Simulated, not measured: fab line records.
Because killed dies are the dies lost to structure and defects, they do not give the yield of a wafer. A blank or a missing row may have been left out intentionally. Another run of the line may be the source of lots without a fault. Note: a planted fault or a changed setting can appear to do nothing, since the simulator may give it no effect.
fab line records	flow n5_finfet
record lots=7	wafers=21
route steps=1938 shown DUMMY_GATE@246 SD_EPI_P@295 SDB@353 MOL_CONTACT_COAG@608 BEOL_M0_SAQP@671 BEOL_M0@715 BEOL_M1@794 BEOL_M3@960 BEOL_M5@1112
start_h: the number of hours between the record's first day and the start of the first shown wafer of the lot	wait_h: how many hours have passed since the lot's step before this one	" same as the row above	L1.1+2: one row covering several wafers at once	- no value, or no start was given	* or withheld: withheld	< > ~ a bound
route shown NAME@n: NAME is a module with steps in the file, n the number in the route of the first one	usual: mean and standard deviation over wafers with no fault	same: alike in all rows	chamber/n: place in a boat	sites: per-site readings	_std_site: standard deviation of those values	_edge_site: mean of outer sites minus mean of inner sites	radius_mm: how far each site lies from the wafer's centre	mask NAME#n: copy n	behind: tool/chamber where the wafer was last shaped	hold: why the lot was held/for how many hours/how that ended	device: whichever transistor did not switch (one of n, p or np)	end of line: tests of these same wafers at the route's end	a step given without rows: its recipe and nothing more	killed: dies that structure and defects cost at the first sort, which is not the same as the wafer's yield	map: dies across one wafer; x = killed, . = not, _ = none there
set.NAME: the setting as run; set.NAME@STEP: as run at that earlier step	model.NAME: the simulator's own value behind a step, which no gauge read
lots where settings were altered on purpose, with a table for each step and a row for each wafer
## steps
# step N5_DUMMY_GATE_ETCH_32
# recipe chemistry=CF4	target=SiO2	target_depth_a=35	time_s=3.9	ion_energy_ev=350	pressure_mtorr=10	icp_w=800	bias_w=400	cf4_flow_sccm=80
lot.wafer	tool	chamber	start_h	wait_h	set.time_s	model.etch.depth_nm
L075.1	rie_si-05	3	54.45	0.1	4.173	3.617
L075.3	"	2	"	"	3.9	3.559
L075.6	"	1	"	"	3.9	3.607
L076.2	rie_si-05	1	69.35	0.1	4.755	4.379
L076.3	"	0	"	"	3.9	3.686
L076.6	"	1	"	"	4.755	4.356
L079.2	rie_si-04	2	81.34	0.1	3.9	3.522
L079.3	"	1	"	"	3.9	3.463
L079.4	"	3	"	"	3.9	3.57
L083.1	rie_si-04	0	104.25	0.1	4.45	3.922
L083.3	"	1	"	"	3.9	3.453
L083.5	"	1	"	"	3.9	3.482
L091.3	rie_si-05	1	156.53	0.1	3.9	3.545
L091.4	"	2	"	"	3.397	3.112
L091.5	"	0	"	"	3.9	3.705
L092.4	rie_si-01	0	157.30	0.1	3.46	3.031
L092.5	"	1	"	"	3.46	2.998
L092.6	"	0	"	"	3.9	3.428
L094.2	rie_si-04	1	165.96	0.1	3.9	3.477
L094.3	"	2	"	"	3.9	3.52
L094.4	"	3	"	"	4.545	4.154
# step N5_SD_EPI_P_COAT_34
# recipe resist=SOC	temp_c=250	time_s=60	spin_rpm=1500	resist_thk_nm=350
lot.wafer	tool	chamber	start_h	wait_h	set.spin_rpm	model.SOC_of_SD_EPI_P_COAT_34.thk_nm
L075.1	litho_track-02	0	61.78	0.0	1500	349.8
L075.3	"	0	"	"	1565	342.6
L075.6	"	0	"	"	1500	350.8
L076.2	litho_track-03	0	75.24	0.0	1429	359.4
L076.3	"	0	"	"	1429	358.6
L076.6	"	0	"	"	1500	349
L079.2	litho_track-03	0	87.06	0.0	1500	351.2
L079.3	"	0	"	"	1500	350.2
L079.4	"	0	"	"	1500	351.8
L083.1	litho_track-05	0	111.82	0.0	1544	345.4
L083.3	"	0	"	"	1544	346
L083.5	"	0	"	"	1500	350.8
L091.3	litho_track-02	0	162.76	0.0	1629	336.2
L091.4	"	0	"	"	1500	349.8
L091.5	"	0	"	"	1629	335.8
L092.4+6	litho_track-03	0	163.83	0.0	1500	350.2
L092.5	"	0	"	"	1500	348.6
L094.2	litho_track-05	0	171.93	0.0	1354	370.6
L094.3	"	0	"	"	1354	369.8
L094.4	"	0	"	"	1500	352.2
# step N5_SDB_EXPOSE_08
# recipe mask_id=SDB	na=1.35	source_shape=conventional	sigma_outer=0.5	polarization=unpolarized	dose_mj=49.6
lot.wafer	tool	chamber	start_h	wait_h	mask	set.dose_mj
L075.1+6	arfi_scanner-03	0	73.86	-	SDB#0	50.8
L075.3	"	0	"	"	SDB#0	49.6
L076.2+3+6	arfi_scanner-03	0	87.07	-	SDB#0	49.6
L079.2+3+4	arfi_scanner-03	0	99.45	-	SDB#0	49.6
L083.1+3	arfi_scanner-02	0	124.15	-	SDB#0	49.6
L083.5	"	0	"	"	SDB#0	46.18
L091.3+5	arfi_scanner-03	0	174.48	-	SDB#0	49.6
L091.4	"	0	"	"	SDB#0	52.06
L092.4+5	arfi_scanner-02	0	176.08	-	SDB#0	49.6
L092.6	"	0	"	"	SDB#0	47.82
L094.2+4	arfi_scanner-03	0	183.82	-	SDB#0	49.6
L094.3	"	0	"	"	SDB#0	52.14
# step N5_SDB_PEB_09
# recipe peb_temp_c=withheld	peb_time_s=60	resist=CAR-ArF
# step N5_SDB_DEVELOP_10
# recipe develop_time_s=30	developer=TMAH	resist=CAR-ArF	rinse_liquid=diw	dry=air_spin	dev_temp_c=23
# step N5_SDB_CD_MEAS_11
# recipe target_cd_nm=50	landing_energy_ev=500	detector=se_inlens	polarity=opening
# usual cd_nm=50.4/1.2
lot.wafer	tool	chamber	start_h	wait_h	set.dose_mj@SDB_EXPOSE_08	cd_nm
L075.1	cd_sem-03	0	73.98	-	50.8	52.2
L075.3	"	0	"	"	49.6	49.5
L075.6	"	0	"	"	50.8	55.6
L076.2	cd_sem-01	0	87.19	-	49.6	49.6
L076.3	"	0	"	"	49.6	49.3
L076.6	"	0	"	"	49.6	48.7
L079.2	cd_sem-03	0	99.57	-	49.6	50.1
L079.3	"	0	"	"	49.6	50.0
L079.4	"	0	"	"	49.6	51.0
L083.1	cd_sem-01	0	124.27	-	49.6	50.6
L083.3	"	0	"	"	49.6	48.6
L083.5	"	0	"	"	46.18	41.9
L091.3	cd_sem-01	0	174.60	-	49.6	50.1
L091.4	"	0	"	"	52.06	55.9
L091.5	"	0	"	"	49.6	50.6
L092.4	cd_sem-01	0	176.19	-	49.6	51.1
L092.5	"	0	"	"	49.6	49.9
L092.6	"	0	"	"	47.82	44.7
L094.2	cd_sem-02	0	183.94	-	49.6	50.8
L094.3	"	0	"	"	52.14	56.5
L094.4	"	0	"	"	49.6	50.8
# step N5_MOL_CONTACT_COAG_ALD_133
# recipe material=SiO2	target_thk_a=50	temp_c=100	ald_precursor_family=BDEAS	ald_co_reactant=O2-plasma	pulse_time_s=1	co_reactant_pulse_time_s=1	purge_time_s=2	co_reactant_purge_time_s=2	ald_cycles=35	pressure_torr=2
lot.wafer	tool	chamber	start_h	wait_h	set.ald_cycles	model.SiO2_of_MOL_CONTACT_COAG_ALD_133.thk_nm
L075.1+3+6	ald_sin-02	2,1,1	109.60	0.2	35	5
L076.2+6	ald_sin-02	2,0	124.26	0.1	35	5
L076.3	"	0	"	"	30	4.4
L079.2+3+4	ald_sin-04	2,0,1	138.74	0.1	35	5
L083.1+5	ald_sin-02	0,1	156.52	0.1	33	4.8
L083.3	"	1	"	"	35	5
L091.3+5	ald_sin-01	0,2	208.13	0.3	32	4.6
L091.4	"	2	"	"	35	5
L092.4+5+6	ald_sin-02	0,3,2	210.23	0.1	35	5
L094.2+3	ald_sin-02	3,0	219.77	0.1	35	5
L094.4	"	2	"	"	33	4.8
# step N5_BEOL_M0_SAQP_COAT_105
# recipe resist=SOC	temp_c=250	time_s=60	spin_rpm=1500	resist_thk_nm=100
lot.wafer	tool	chamber	start_h	wait_h	set.spin_rpm	model.SOC_of_BEOL_M0_SAQP_COAT_105.thk_nm
L075.1	litho_track-05	0	118.49	0.3	1648	95.4
L075.3	"	0	"	"	1500	100.4
L075.6	"	0	"	"	1500	100.2
L076.2+6	litho_track-02	0	134.37	0.5	1500	100.4
L076.3	"	0	"	"	1421	103.2
L079.2+4	litho_track-05	0	150.01	0.3	1500	100.2
L079.3	"	0	"	"	1500	99.8
L083.1	litho_track-05	0	166.99	0.3	1500	100.4
L083.3+5	"	0	"	"	1500	100.2
L091.3+4	litho_track-05	0	218.08	0.2	1500	100.4
L091.5	"	0	"	"	1500	100.2
L092.4	litho_track-03	0	220.02	0.2	1376	104
L092.5	"	0	"	"	1376	104.4
L092.6	"	0	"	"	1500	100
L094.2	litho_track-03	0	232.13	0.3	1600	97
L094.3	"	0	"	"	1500	100.2
L094.4	"	0	"	"	1600	97.2
# step N5_BEOL_M0_SAQP_ETCH_106
# recipe chemistry=N2/H2	target=SOC	target_depth_a=1500	stop_on=SiNx	ion_energy_ev=100	bias_w=61	pressure_mtorr=30	source_w=850	n2_flow_sccm=200	h2_flow_sccm=200
lot.wafer	tool	chamber	start_h	wait_h	set.spin_rpm@BEOL_M0_SAQP_COAT_105	model.SOC_of_BEOL_M0_SAQP_COAT_105.thk_nm
L075.1	rie_diel-05	0	118.55	-	1648	19.2
L075.3	"	1	"	"	1500	25.4
L075.6	"	3	"	"	1500	26.8
L076.2	rie_diel-05	1	134.43	-	1500	24.4
L076.3	"	0	"	"	1421	26.6
L076.6	"	2	"	"	1500	23.6
L079.2	rie_diel-06	1	150.07	-	1500	23.2
L079.3	"	2	"	"	1500	27
L079.4	"	3	"	"	1500	25.4
L083.1	rie_diel-05	1	167.08	-	1500	25
L083.3	"	2	"	"	1500	24.4
L083.5	"	2	"	"	1500	24
L091.3	rie_diel-05	2	218.13	-	1500	24.8
L091.4	"	3	"	"	1500	26.6
L091.5	"	0	"	"	1500	24
L092.4	rie_diel-01	2	220.14	-	1376	29
L092.5	"	2	"	"	1376	30
L092.6	"	1	"	"	1500	21.6
L094.2	rie_diel-05	1	232.19	-	1600	22
L094.3	"	3	"	"	1500	26.8
L094.4	"	3	"	"	1600	23.6
# step N5_BEOL_M0_SAQP_ETCH_107
# recipe chemistry=CH3F/O2	target=SiNx	target_depth_a=300	mask_material=SOC	pressure_mtorr=30	source_w=395	bias_w=73	Ar_flow_sccm=150	CH3F_flow_sccm=30	O2_flow_sccm=20	ion_energy_ev=120
lot.wafer	tool	chamber	start_h	wait_h	set.spin_rpm@BEOL_M0_SAQP_COAT_105	model.SOC_of_BEOL_M0_SAQP_COAT_105.thk_nm
L075.1	rie_diel-05	0	118.61	0.0	1648	8.4
L075.3	"	1	"	"	1500	14.6
L075.6	"	3	"	"	1500	16.2
L076.2	rie_diel-05	1	134.49	0.0	1500	13.8
L076.3	"	0	"	"	1421	15.6
L076.6	"	2	"	"	1500	12.8
L079.2	rie_diel-06	1	150.13	0.0	1500	12.2
L079.3	"	2	"	"	1500	16.4
L079.4	"	3	"	"	1500	14.6
L083.1	rie_diel-05	1	167.14	0.0	1500	14.2
L083.3	"	2	"	"	1500	13.4
L083.5	"	2	"	"	1500	13
L091.3	rie_diel-05	2	218.19	0.0	1500	14
L091.4	"	3	"	"	1500	16
L091.5	"	0	"	"	1500	13
L092.4	rie_diel-01	2	220.20	0.0	1376	18.2
L092.5	"	2	"	"	1376	19.2
L092.6	"	1	"	"	1500	10.4
L094.2	rie_diel-05	1	232.25	0.0	1600	11.6
L094.3	"	3	"	"	1500	16.2
L094.4	"	3	"	"	1600	13
# step N5_BEOL_M0_ETCH_138
# recipe chemistry=CH3F/O2	target_depth_a=120	target=SiCN	time_s=31.6	ion_energy_ev=120	pressure_mtorr=30	source_w=395	bias_w=75	Ar_flow_sccm=150	CH3F_flow_sccm=30	O2_flow_sccm=20	ends=cleared
# usual rf_vpp_V=297.3/1.6
lot.wafer	tool	chamber	start_h	wait_h	set.source_w	rf_vpp_V
L075.1	rie_diel-02	1	122.31	0.0	395	297.8
L075.3	"	3	"	"	345.9	309.6
L075.6	"	1	"	"	395	299.2
L076.2	rie_diel-03	1	137.68	0.0	395	298.3
L076.3	"	3	"	"	395	295.9
L076.6	"	1	"	"	342.2	312.4
L079.2	rie_diel-02	0	153.39	0.0	395	295.9
L079.3	"	1	"	"	395	298.8
L079.4	"	3	"	"	395	295.7
L083.1	rie_diel-03	0	170.20	0.0	395	295.4
L083.3	"	2	"	"	325.2	318.1
L083.5	"	2	"	"	325.2	317.4
L091.3	rie_diel-02	3	221.61	0.0	440.2	286.7
L091.4	"	0	"	"	440.2	284.9
L091.5	"	3	"	"	395	296.7
L092.4	rie_diel-04	0	223.24	0.0	395	298.7
L092.5	"	1	"	"	369.1	303.9
L092.6	"	0	"	"	395	301.1
L094.2	rie_diel-04	0	238.40	0.0	395	300.4
L094.3	"	1	"	"	375.5	302.1
L094.4	"	3	"	"	395	297.9
# step N5_BEOL_M1_ETCH_70
# recipe chemistry=N2/H2	target=SOC	target_depth_a=800	overetch_a=160	mask_material=SiARC	temp_c=40	time_s=120	ion_energy_ev=200	pressure_mtorr=30	source_w=840	bias_w=150	n2_flow_sccm=200	h2_flow_sccm=200
# usual rf_vpp_V=524.1/3
lot.wafer	tool	chamber	start_h	wait_h	set.source_w	rf_vpp_V
L075.1	rie_diel-06	3	134.30	0.0	774	539.0
L075.3	"	1	"	"	774	540.9
L075.6	"	3	"	"	840	523.3
L076.2	rie_diel-05	3	146.90	0.0	840	526.1
L076.3	"	0	"	"	840	522.1
L076.6	"	3	"	"	840	526.8
L079.2	rie_diel-01	0	159.60	0.0	840	529.2
L079.3	"	1	"	"	840	527.3
L079.4	"	2	"	"	840	519.0
L083.1	rie_diel-01	2	181.11	0.0	840	521.3
L083.3	"	1	"	"	707.9	556.8
L083.5	"	2	"	"	840	521.4
L092.4	rie_diel-01	1	236.50	0.0	840	526.7
L092.5	"	2	"	"	840	522.2
L092.6	"	1	"	"	840	526.4
L091.3	rie_diel-06	3	238.13	0.0	840	524.7
L091.4	"	2	"	"	840	521.6
L091.5	"	3	"	"	894.4	515.4
L094.2	rie_diel-05	0	253.65	0.0	840	521.0
L094.3	"	2	"	"	799.1	535.5
L094.4	"	1	"	"	799.1	527.8
# step N5_BEOL_M1_TRENCH_ETCH_37
# recipe chemistry=C4F6/O2	target_depth_a=552.07	target=SiOC	time_s=29	ion_energy_ev=250	pressure_mtorr=30	source_w=355	bias_w=185	Ar_flow_sccm=300	C4F6_flow_sccm=10	O2_flow_sccm=10
# usual rf_vpp_V=666/11
lot.wafer	tool	chamber	start_h	wait_h	set.bias_w	rf_vpp_V
L075.1	rie_diel-06	3	-	-	215.2	744
L075.3	"	1	"	"	215.2	752
L075.6	"	3	"	"	185	660
L076.2	rie_diel-05	3	-	-	161.9	598
L076.3	"	0	"	"	185	683
L076.6	"	3	"	"	161.9	597
L079.2	rie_diel-01	0	-	-	185	661
L079.3	"	1	"	"	185	685
L079.4	"	2	"	"	185	648
L083.1	rie_diel-01	2	-	-	185	651
L083.3	"	1	"	"	163.6	620
L083.5	"	2	"	"	163.6	588
L092.4	rie_diel-01	1	-	-	185	686
L092.5	"	2	"	"	175.9	625
L092.6	"	1	"	"	185	686
L091.3	rie_diel-06	3	-	-	185	658
L091.4	"	2	"	"	185	668
L091.5	"	3	"	"	185	660
L094.2	rie_diel-05	0	-	-	185	681
L094.3	"	2	"	"	185	683
L094.4	"	1	"	"	185	656
# step N5_BEOL_M3_COAT_22
# recipe resist=CAR-EUV	spin_rpm=1500	resist_thk_nm=30
lot.wafer	tool	chamber	start_h	wait_h	set.spin_rpm	model.CAR-EUV_of_BEOL_M3_COAT_22.thk_nm
L075.1+6	litho_track-03	0	-	-	1500	30
L075.3	"	0	"	"	1577	29.2
L076.2+3	litho_track-03	0	-	-	1361	31.4
L076.6	"	0	"	"	1500	29.8
L079.2+3+4	litho_track-03	0	-	-	1500	30
L083.1	litho_track-01	0	-	-	1500	30.2
L083.3	"	0	"	"	1578	29.4
L083.5	"	0	"	"	1578	29.2
L092.4+6	litho_track-04	0	-	-	1500	30
L092.5	"	0	"	"	1390	31.2
L091.3+5	litho_track-01	0	-	-	1631	28.8
L091.4	"	0	"	"	1500	30
L094.2	litho_track-04	0	-	-	1500	29.8
L094.3	"	0	"	"	1500	30
L094.4	"	0	"	"	1658	28.4
# step N5_BEOL_M3_EBR_24
# recipe solvent=PGMEA	ebr_width_mm=1.5
# step N5_BEOL_M3_SOFTBAKE_23
# recipe temp_c=110	time_s=60	resist=CAR-EUV
# step N5_BEOL_M3_EXPOSE_25
# recipe mask_id=V2	na=0.33	source_shape=quasar	sigma_inner=0.2	sigma_outer=0.8	polarization=unpolarized	defocus_nm=5	dose_mj=63
# step N5_BEOL_M3_PEB_26
# recipe peb_temp_c=100	peb_time_s=60	resist=CAR-EUV
# step N5_BEOL_M3_DEVELOP_27
# recipe develop_time_s=30	developer=TMAH	resist=CAR-EUV	rinse_liquid=surfactant_rinse	dry=air_spin	dev_temp_c=23
lot.wafer	tool	chamber	start_h	wait_h	set.spin_rpm@BEOL_M3_COAT_22	model.CAR-EUV_of_BEOL_M3_COAT_22.thk_nm
L075.1+6	litho_track-04	0	-	-	1500	29.4
L075.3	"	0	"	"	1577	28.8
L076.2	litho_track-03	0	-	-	1361	31
L076.3	"	0	"	"	1361	30.8
L076.6	"	0	"	"	1500	29.4
L079.2+3+4	litho_track-04	0	-	-	1500	29.6
L083.1	litho_track-01	0	-	-	1500	29.6
L083.3	"	0	"	"	1578	29
L083.5	"	0	"	"	1578	28.8
L092.4+6	litho_track-03	0	-	-	1500	29.6
L092.5	"	0	"	"	1390	30.6
L091.3+5	litho_track-04	0	-	-	1631	28.4
L091.4	"	0	"	"	1500	29.6
L094.2+3	litho_track-01	0	-	-	1500	29.4
L094.4	"	0	"	"	1658	28
# step N5_BEOL_M5_ILD_DEP_00
# recipe material=SiCOH_lowk	target_thk_a=1406.4	temp_c=300	precursor=DEMS/porogen	pressure_torr=5	rf_w=500	time_s=25.9
lot.wafer	tool	chamber	start_h	wait_h	set.time_s	model.SiCOH_lowk_of_BEOL_M5_ILD_DEP_00.thk_nm
L075.1	pecvd-03	2	168.19	0.8	22.77	122.4
L075.3	"	0	"	"	25.9	137
L075.6	"	1	"	"	22.77	123.6
L076.2	pecvd-01	1	187.66	0.7	22.27	120.4
L076.3	"	0	"	"	25.9	141.2
L076.6	"	2	"	"	25.9	142.2
L079.2	pecvd-02	1	207.13	0.7	25.9	139.6
L079.3	"	2	"	"	25.9	139.4
L079.4	"	2	"	"	25.9	142.2
L083.1	pecvd-02	0	214.15	0.8	29.4	156.8
L083.3	"	2	"	"	25.9	141.4
L083.5	"	0	"	"	29.4	159
L091.3	pecvd-02	1	278.25	0.5	22.12	116.4
L091.4	"	0	"	"	22.12	118.6
L091.5	"	1	"	"	22.12	118.4
L092.4	pecvd-02	2	281.82	0.4	22.73	128.2
L092.5	"	1	"	"	25.9	141.4
L092.6	"	0	"	"	25.9	140.4
L094.2	pecvd-02	2	299.71	0.7	25.9	141.6
L094.3	"	0	"	"	28.06	151
L094.4	"	0	"	"	25.9	140.6
# step N5_BEOL_M5_CURE_79
# recipe temp_c=385	time_s=240	ambient=He/Ar	material=SiCOH_lowk
lot.wafer	tool	chamber	start_h	wait_h	set.time_s@BEOL_M5_ILD_DEP_00	model.SiCOH_lowk_of_BEOL_M5_ILD_DEP_00.thk_nm
L075.1	uv_cure-03	0	168.25	0.0	22.77	105.2
L075.3	"	0	"	"	25.9	117.8
L075.6	"	0	"	"	22.77	106.2
L076.2	uv_cure-03	2	187.80	0.1	22.27	103.4
L076.3	"	2	"	"	25.9	121.4
L076.6	"	2	"	"	25.9	122.4
L079.2	uv_cure-01	2	207.37	0.2	25.9	120.2
L079.3	"	2	"	"	25.9	119.8
L079.4	"	2	"	"	25.9	122.2
L083.1	uv_cure-02	1	214.21	0.0	29.4	135
L083.3	"	1	"	"	25.9	121.8
L083.5	"	1	"	"	29.4	137
L091.3	uv_cure-02	0	278.47	0.2	22.12	100
L091.4	"	0	"	"	22.12	102
L091.5	"	0	"	"	22.12	101.8
L092.4	uv_cure-03	0	282.10	0.3	22.73	110.2
L092.5	"	0	"	"	25.9	121.8
L092.6	"	0	"	"	25.9	120.8
L094.2	uv_cure-03	2	299.85	0.1	25.9	121.8
L094.3	"	2	"	"	28.06	130
L094.4	"	2	"	"	25.9	121
# step N5_BEOL_M5_THK_MEAS_01
# recipe reads=SiCOH_lowk_of_BEOL_M5_ILD_DEP_00
# usual M5_ILD_THK=120.6/1.5
lot.wafer	tool	chamber	start_h	wait_h	set.time_s@BEOL_M5_ILD_DEP_00	M5_ILD_THK[nm]
L075.1	film_metro-02	-	168.77	0.4	22.77	105.1
L075.3	"	-	"	"	25.9	117.8
L075.6	"	-	"	"	22.77	106.1
L076.2	film_metro-01	-	188.24	0.4	22.27	103.5
L076.3	"	-	"	"	25.9	121.4
L076.6	"	-	"	"	25.9	122.4
L079.2	film_metro-02	-	207.81	0.4	25.9	120.3
L079.3	"	-	"	"	25.9	119.8
L079.4	"	-	"	"	25.9	122.3
L083.1	film_metro-01	-	215.20	0.8	29.4	135.1
L083.3	"	-	"	"	25.9	121.7
L083.5	"	-	"	"	29.4	137.0
L091.3	film_metro-02	-	278.83	0.3	22.12	99.9
L091.4	"	-	"	"	22.12	102.0
L091.5	"	-	"	"	22.12	101.7
L092.4	film_metro-02	-	282.38	0.2	22.73	110.2
L092.5	"	-	"	"	25.9	121.8
L092.6	"	-	"	"	25.9	120.7
L094.2	film_metro-02	-	300.28	0.4	25.9	121.9
L094.3	"	-	"	"	28.06	130.0
L094.4	"	-	"	"	25.9	120.9
## key
split step=N5_DUMMY_GATE_ETCH_32	setting=time_s	stated=3.9	by=wafer
response step=N5_DUMMY_GATE_ETCH_32	reading=model.etch.depth_nm	change=+0.0337	per=1%	r=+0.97
split step=N5_SD_EPI_P_COAT_34	setting=spin_rpm	stated=1500	by=wafer
response step=N5_SD_EPI_P_COAT_34	reading=model.SOC_of_SD_EPI_P_COAT_34.thk_nm	change=-1.78	per=1%	r=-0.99
split step=N5_SDB_EXPOSE_08	setting=dose_mj	stated=49.6	by=wafer
response step=N5_SDB_CD_MEAS_11	reading=cd_nm	change=+1.21	per=1%	r=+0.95
split step=N5_MOL_CONTACT_COAG_ALD_133	setting=ald_cycles	stated=35	by=wafer
response step=N5_MOL_CONTACT_COAG_ALD_133	reading=model.SiO2_of_MOL_CONTACT_COAG_ALD_133.thk_nm	change=+0.0417	per=1%	r=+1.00
split step=N5_BEOL_M0_SAQP_COAT_105	setting=spin_rpm	stated=1500	by=wafer
response step=N5_BEOL_M0_SAQP_COAT_105	reading=model.SOC_of_BEOL_M0_SAQP_COAT_105.thk_nm	change=-0.498	per=1%	r=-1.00
response step=N5_BEOL_M0_SAQP_ETCH_106	reading=model.SOC_of_BEOL_M0_SAQP_COAT_105.thk_nm	change=-0.73	per=1%	r=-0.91
response step=N5_BEOL_M0_SAQP_ETCH_107	reading=model.SOC_of_BEOL_M0_SAQP_COAT_105.thk_nm	change=-0.739	per=1%	r=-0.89
split step=N5_BEOL_M0_ETCH_138	setting=source_w	stated=395	by=wafer
response step=N5_BEOL_M0_ETCH_138	reading=rf_vpp_V	change=-1.07	per=1%	r=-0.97
split step=N5_BEOL_M1_ETCH_70	setting=source_w	stated=840	by=wafer
response step=N5_BEOL_M1_ETCH_70	reading=rf_vpp_V	change=-2.11	per=1%	r=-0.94
split step=N5_BEOL_M1_TRENCH_ETCH_37	setting=bias_w	stated=185	by=wafer
response step=N5_BEOL_M1_TRENCH_ETCH_37	reading=rf_vpp_V	change=+5.73	per=1%	r=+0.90
split step=N5_BEOL_M3_COAT_22	setting=spin_rpm	stated=1500	by=wafer
response step=N5_BEOL_M3_COAT_22	reading=model.CAR-EUV_of_BEOL_M3_COAT_22.thk_nm	change=-0.154	per=1%	r=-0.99
response step=N5_BEOL_M3_DEVELOP_27	reading=model.CAR-EUV_of_BEOL_M3_COAT_22.thk_nm	change=-0.14	per=1%	r=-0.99
split step=N5_BEOL_M5_ILD_DEP_00	setting=time_s	stated=25.9	by=wafer
response step=N5_BEOL_M5_ILD_DEP_00	reading=model.SiCOH_lowk_of_BEOL_M5_ILD_DEP_00.thk_nm	change=+1.25	per=1%	r=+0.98
response step=N5_BEOL_M5_CURE_79	reading=model.SiCOH_lowk_of_BEOL_M5_ILD_DEP_00.thk_nm	change=+1.08	per=1%	r=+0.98
response step=N5_BEOL_M5_THK_MEAS_01	reading=M5_ILD_THK	change=+1.08	per=1%	r=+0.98
